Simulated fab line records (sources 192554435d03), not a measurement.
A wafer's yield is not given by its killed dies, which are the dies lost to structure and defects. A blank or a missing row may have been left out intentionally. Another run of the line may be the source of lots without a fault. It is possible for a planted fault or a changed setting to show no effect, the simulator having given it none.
What tool caused it? / flow n5 finfet / 36 wafers from 12 lots sampled at 2 of the route's 1938 steps

== WHAT EACH GAUGE READ, for each wafer ==
N5_WELL_APT_OVL_MEAS_09.
lot=L075; measured=day 1 20:19; on=overlay-02; NWELL_OVL (nm)=1 3 -3
lot=L077; measured=day 2 08:43; on=overlay-02; NWELL_OVL (nm)=-8 -5 -5
lot=L079; measured=day 2 20:01; on=overlay-01; NWELL_OVL (nm)=2 1 1
lot=L081; measured=day 3 07:35; on=overlay-02; NWELL_OVL (nm)=-6 -5 -2
lot=L083; measured=day 3 19:43; on=overlay-01; NWELL_OVL (nm)=-11 -7 -10
lot=L085; measured=day 4 07:58; on=overlay-01; NWELL_OVL (nm)=-11 -6 -1
lot=L087; measured=day 4 19:50; on=overlay-01; NWELL_OVL (nm)=-13 -13 -13
lot=L089; measured=day 5 07:44; on=overlay-02; NWELL_OVL (nm)=-7 -8 -2
lot=L091; measured=day 5 19:56; on=overlay-02; NWELL_OVL (nm)=1 -8 3
lot=L093; measured=day 6 07:58; on=overlay-01; NWELL_OVL (nm)=-5 -3 -7
lot=L095; measured=day 6 19:36; on=overlay-02; NWELL_OVL (nm)=-6 -2 -2
lot=L097; measured=day 7 07:37; on=overlay-01; NWELL_OVL (nm)=5 -3 -1

== WHICH TOOL RAN EACH LOT (tool, then ch and the chambers of the sampled wafers, then the start) ==
lot=L075; N5_ZERO_LAYER_DESCUM_16=rie diel-05 ch 0,2, day 1 19:14
lot=L077; N5_ZERO_LAYER_DESCUM_16=rie diel-05 ch 0,2, day 2 07:48
lot=L079; N5_ZERO_LAYER_DESCUM_16=rie diel-05 ch 0,1,3, day 2 18:59
lot=L081; N5_ZERO_LAYER_DESCUM_16=rie diel-06 ch 0,1, day 3 06:41
lot=L083; N5_ZERO_LAYER_DESCUM_16=rie diel-05 ch 1,2, day 3 18:48
lot=L085; N5_ZERO_LAYER_DESCUM_16=rie diel-06 ch 0,3, day 4 06:55
lot=L087; N5_ZERO_LAYER_DESCUM_16=rie diel-06 ch 0,1, day 4 18:48
lot=L089; N5_ZERO_LAYER_DESCUM_16=rie diel-06 ch 0,1,2, day 5 06:42
lot=L091; N5_ZERO_LAYER_DESCUM_16=rie diel-03 ch 0,1,3, day 5 18:54
lot=L093; N5_ZERO_LAYER_DESCUM_16=rie diel-06 ch 0,2,3, day 6 07:01
lot=L095; N5_ZERO_LAYER_DESCUM_16=rie diel-03 ch 0,1, day 6 18:41
lot=L097; N5_ZERO_LAYER_DESCUM_16=rie diel-05 ch 0,1, day 7 06:43
- N5_ZERO_LAYER_DESCUM_16: chemistry O2, time 7.9 s.

== THE ANSWER, worked out from the rows above alone ==
Rule: the usual values come from the lots themselves. Put in order of their means at a reading, lots are off if they are a third of the lots or fewer, leave a main group of 4 or more, and stand apart from it by a gap of 3 or more times the standard deviation of the main group's means; of several such gaps the widest counts. If all means in a main group match to the digits the tables above print for the reading, that group is not used. A lot without any number at a reading at which 4 lots or more have one is off too. All remaining lots with rows at the step are treated as sound.
Nothing can be told from this: no lot is off at any reading shown.

== WHAT WAS PUT IN BY THE SIMULATOR ==
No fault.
